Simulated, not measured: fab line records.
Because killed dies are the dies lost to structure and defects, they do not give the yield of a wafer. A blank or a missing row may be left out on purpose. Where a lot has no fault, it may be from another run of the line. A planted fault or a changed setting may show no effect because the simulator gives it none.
Which tool did it?    flow nand-harc    10 lots, 29 wafers sampled, at 5 steps of a route of 1159

## WHAT THE GAUGES SHOWED, per wafer
NHARC_END_SORT_01.
lot   measured      on         killed-at-array  killed-at-other  killed-at-periphery  killed-dies  killed-open  killed-short
L416  day 23 03:17  prober-01  14 582 14        3 0 2            1 2 3                18 584 19    4 1 3        0 2 2
L418  day 23 19:43  prober-01  29 578           1 1              3 4                  33 583       6 5          0 4

## WHICH TOOL RAN EACH LOT (tool, then ch and the chambers of the sampled wafers, then the start)
lot   NHARC_A_SGD_CUT_ETCH_58             NHARC_A_SGD_CUT_ETCH_59                        NHARC_A_SGD_CUT_ETCH_15                        NHARC_A_SGD_CUT_STRIP_28
L402  rie-diel-02 ch 0,2,3, day 13 04:18  rie-diel-02 ch 0,2, no start                   rie-diel-02 ch 1,3, no start                   rie-diel-02 ch 0,1,2, no start
L404  rie-diel-04 ch 0,1,2, day 14 07:18  rie-diel-04 ch 1,2, no start                   rie-diel-04 ch 0,3, no start                   rie-diel-01 ch 1,2,3, no start
L403  rie-diel-04 ch 2,3, day 14 07:40    rie-diel-04 ch 0,2, no start                   rie-diel-04 ch 0,2,3, no start                 rie-diel-01 ch 0,1, no start
L407  rie-diel-01 ch 1,2,3, day 14 16:08  rie-diel-01 ch 0,1,2, day 14 23:20 or earlier  rie-diel-01 ch 0,1,3, day 14 23:20 or earlier  rie-diel-04 ch 1,2,3, day 14 23:20
L405  rie-diel-04 ch 1,3, day 14 16:20    rie-diel-04 ch 1,3, no start                   rie-diel-04 ch 2,3, no start                   rie-diel-01 ch 0,2,3, no start
L412  rie-diel-02 ch 0,2,3, day 16 03:37  rie-diel-02 ch 0,1, no start                   rie-diel-02 ch 1,2,3, no start                 rie-diel-04 ch 0,2,3, no start
L416  rie-diel-02 ch 1,3, day 17 13:19    rie-diel-02 ch 2,3, day 23 03:17 or earlier    rie-diel-02 ch 1,2, day 23 03:17 or earlier    rie-diel-02 ch 2,3, day 23 03:17 or earlier
L418  rie-diel-02 ch 2,3, day 17 22:50    rie-diel-02 ch 0,1, day 23 19:43 or earlier    rie-diel-02 ch 0,2, day 23 19:43 or earlier    rie-diel-01 ch 1,3, day 23 19:43 or earlier
L421  rie-diel-01 ch 0,3, day 19 00:24    rie-diel-01 ch 0,1,2, no start                 rie-diel-01 ch 0,1,2, no start                 rie-diel-01 ch 0,1, no start
L424  rie-diel-04 ch 1,3, day 19 07:04    rie-diel-04 ch 1,3, no start                   rie-diel-04 ch 1,3, no start                   rie-diel-01 ch 2,3, no start
- NHARC_A_SGD_CUT_ETCH_58: etches the open film in CF4, target depth 39 nm, time 65 s.
- NHARC_A_SGD_CUT_ETCH_59: etches the open film in N2/H2, target depth 260 nm, time 406.25 s.
- NHARC_A_SGD_CUT_ETCH_15: etches the open film in CH3F/O2, target depth 75 nm, time 64.3 s.
- NHARC_A_SGD_CUT_STRIP_28: strips in O2, time 20 s.

## WHAT THE TOOLS THEMSELVES READ (means of the sampled wafers that have a number; where no wafer has one, the mark that the record gives instead)
NHARC_A_SGD_CUT_ETCH_58.
lot   tool         chamber-pressure-mTorr (mTorr)  drypump-motor-current-A (A)  oes-product-au (a.u.)  rf-fwd-power-W (W)  rf-vpp-V (V)  run-length-s (s)  showerhead-plenum-p-Torr (Torr)  throttle-valve-pct (%)
L402  rie-diel-02  49.99                           5.9                          1.002                  296.9               151.9         86.0              1.80                             13.281
L404  rie-diel-04  49.98                           5.4                          0.997                  297.1               151.5         86.2              1.78                             13.279
L403  rie-diel-04  49.98                           5.0                          0.995                  296.7               152.0         86.3              1.81                             13.275
L407  rie-diel-01  50.03                           6.1                          0.986                  296.5               151.5         86.6              1.80                             13.290
L405  rie-diel-04  49.96                           5.2                          0.981                  297.7               151.5         86.9              1.76                             13.287
L412  rie-diel-02  50.02                           5.9                          1.005                  297.7               151.9         86.1              1.79                             13.282
L416  rie-diel-02  50.04                           5.3                          0.997                  297.6               152.5         79.7              1.86                             13.283
L418  rie-diel-02  50.00                           5.8                          0.984                  297.0               152.3         76.1              1.84                             13.282
L421  rie-diel-01  50.01                           5.6                          0.987                  297.2               151.1         86.2              1.75                             13.289
L424  rie-diel-04  50.02                           5.3                          0.991                  298.2               150.7         86.9              1.78                             13.284

NHARC_A_SGD_CUT_ETCH_59.
lot   tool         chamber-pressure-mTorr (mTorr)  drypump-motor-current-A (A)  oes-product-au (a.u.)  rf-fwd-power-W (W)  rf-vpp-V (V)  run-length-s (s)  showerhead-plenum-p-Torr (Torr)  throttle-valve-pct (%)
L402  rie-diel-02  30.029                          6.1                          0.998                  400.8               430.5         427.1             2.04                             14.176
L404  rie-diel-04  30.024                          5.0                          0.991                  399.1               431.1         427.4             2.07                             14.171
L403  rie-diel-04  29.986                          5.3                          1.001                  398.3               433.0         427.4             2.10                             14.163
L407  rie-diel-01  29.989                          6.3                          0.983                  400.3               432.6         427.6             2.12                             14.162
L405  rie-diel-04  30.020                          5.3                          0.988                  400.7               430.9         428.1             2.07                             14.180
L412  rie-diel-02  29.992                          5.6                          1.017                  398.3               429.4         427.5             1.99                             14.174
L416  rie-diel-02  29.971                          6.0                          0.994                  398.0               432.3         427.2             2.11                             14.173
L418  rie-diel-02  30.014                          5.5                          1.003                  398.4               428.9         427.7             2.01                             14.166
L421  rie-diel-01  30.015                          6.3                          0.980                  399.2               433.8         427.7             2.11                             14.169
L424  rie-diel-04  30.015                          5.3                          0.979                  399.4               430.3         428.1             2.02                             14.160

NHARC_A_SGD_CUT_ETCH_15.
lot   tool         ch3f-flow-sccm (sccm)  chamber-pressure-mTorr (mTorr)  drypump-motor-current-A (A)  oes-product-au (a.u.)  rf-fwd-power-W (W)  rf-vpp-V (V)  run-length-s (s)  showerhead-plenum-p-Torr (Torr)  throttle-valve-pct (%)
L402  rie-diel-02  50.13                  25.017                          5.2                          0.962                  495.8               265.6         85.9              2.55                             20.668
L404  rie-diel-04  50.13                  25.007                          5.5                          0.956                  494.7               265.3         85.9              2.52                             20.663
L403  rie-diel-04  50.01                  25.008                          5.4                          0.963                  493.7               264.9         85.7              2.52                             20.653
L407  rie-diel-01  50.06                  24.982                          5.9                          0.953                  494.1               264.0         85.5              2.51                             20.668
L405  rie-diel-04  49.99                  24.993                          5.0                          0.942                  494.8               265.3         85.6              2.52                             20.662
L412  rie-diel-02  50.02                  25.013                          5.6                          0.936                  496.7               264.3         85.7              2.55                             20.660
L416  rie-diel-02  50.10                  24.982                          5.4                          0.949                  495.6               264.2         85.7              2.52                             20.667
L418  rie-diel-02  50.03                  25.007                          6.1                          0.976                  498.2               263.4         85.1              2.43                             20.674
L421  rie-diel-01  49.90                  25.006                          6.3                          0.943                  496.0               265.2         85.8              2.54                             20.655
L424  rie-diel-04  49.79                  24.986                          5.3                          0.945                  495.0               264.5         86.1              2.48                             20.666

NHARC_A_SGD_CUT_STRIP_28.
lot   tool         chamber-pressure-mTorr (mTorr)  drypump-motor-current-A (A)  oes-product-au (a.u.)  rf-vpp-V (V)  showerhead-plenum-p-Torr (Torr)  throttle-valve-pct (%)
L402  rie-diel-02  59.94                           5.7                          1.001                  57.8          3.53                             17.033
L404  rie-diel-01  60.01                           6.1                          0.995                  57.2          3.59                             17.039
L403  rie-diel-01  60.00                           6.1                          0.962                  57.6          3.66                             17.042
L407  rie-diel-04  60.08                           5.2                          0.993                  57.9          3.57                             17.032
L405  rie-diel-01  60.03                           6.0                          0.988                  57.4          3.55                             17.040
L412  rie-diel-04  59.99                           5.4                          0.998                  57.8          3.61                             17.049
L416  rie-diel-02  59.99                           6.0                          0.998                  58.6          3.65                             17.032
L418  rie-diel-01  60.02                           5.8                          0.998                  57.9          3.59                             17.038
L421  rie-diel-01  60.02                           6.2                          0.986                  57.9          3.70                             17.024
L424  rie-diel-01  59.97                           5.8                          0.997                  57.4          3.48                             17.032

## THE ANSWER, worked out from the rows above alone
Rule: the lots themselves supply what counts as usual. The widest of any qualifying gaps counts: lots, ordered by their means at a reading, are off when they make up no more than a third of the lots, leave a main group of 4 or more, and stand apart from it by 3 or more times the standard deviation of that group's means. A main group whose means are all the same, to the digits that the tables above print for the reading, isn't used. A lot without any number at a reading at which 4 lots or more have one is off too. The other lots that the step has rows for count as sound. First the gauges in route order, then the tools' own readings, where a lot's mean is used as printed above. The first step at which some lot is off is used, and at that step the reading that is off furthest; a lot without a number counts as furthest.
Off, at NHARC_A_SGD_CUT_ETCH_58 on run-length-s: L416, L418. The main group has a mean of 86.4 s with a standard deviation of 0.33.
A tool fits if, at that step or a process step before it, it ran every lot that is off, and no sound lot after the first of them. One candidate fits, namely rie-diel-02 at NHARC_A_SGD_CUT_ETCH_58. A fault onset in the window from L412 (day 16 03:37, its last sound lot) to L416 (day 17 13:19, its first lot off) fits.
On the lots that are off, the tool's own readings at NHARC_A_SGD_CUT_ETCH_58 differ by more than 5 times the standard deviation of the sound lots' means, which bears it out; run-length-s reads 77.9 s there versus 86.4 s on the sound lots.

## WHAT HAD BEEN PUT IN BY THE SIMULATOR
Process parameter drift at NHARC_A_SGD_CUT_ETCH_58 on rie-diel-02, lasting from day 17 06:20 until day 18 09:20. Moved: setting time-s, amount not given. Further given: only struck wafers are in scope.
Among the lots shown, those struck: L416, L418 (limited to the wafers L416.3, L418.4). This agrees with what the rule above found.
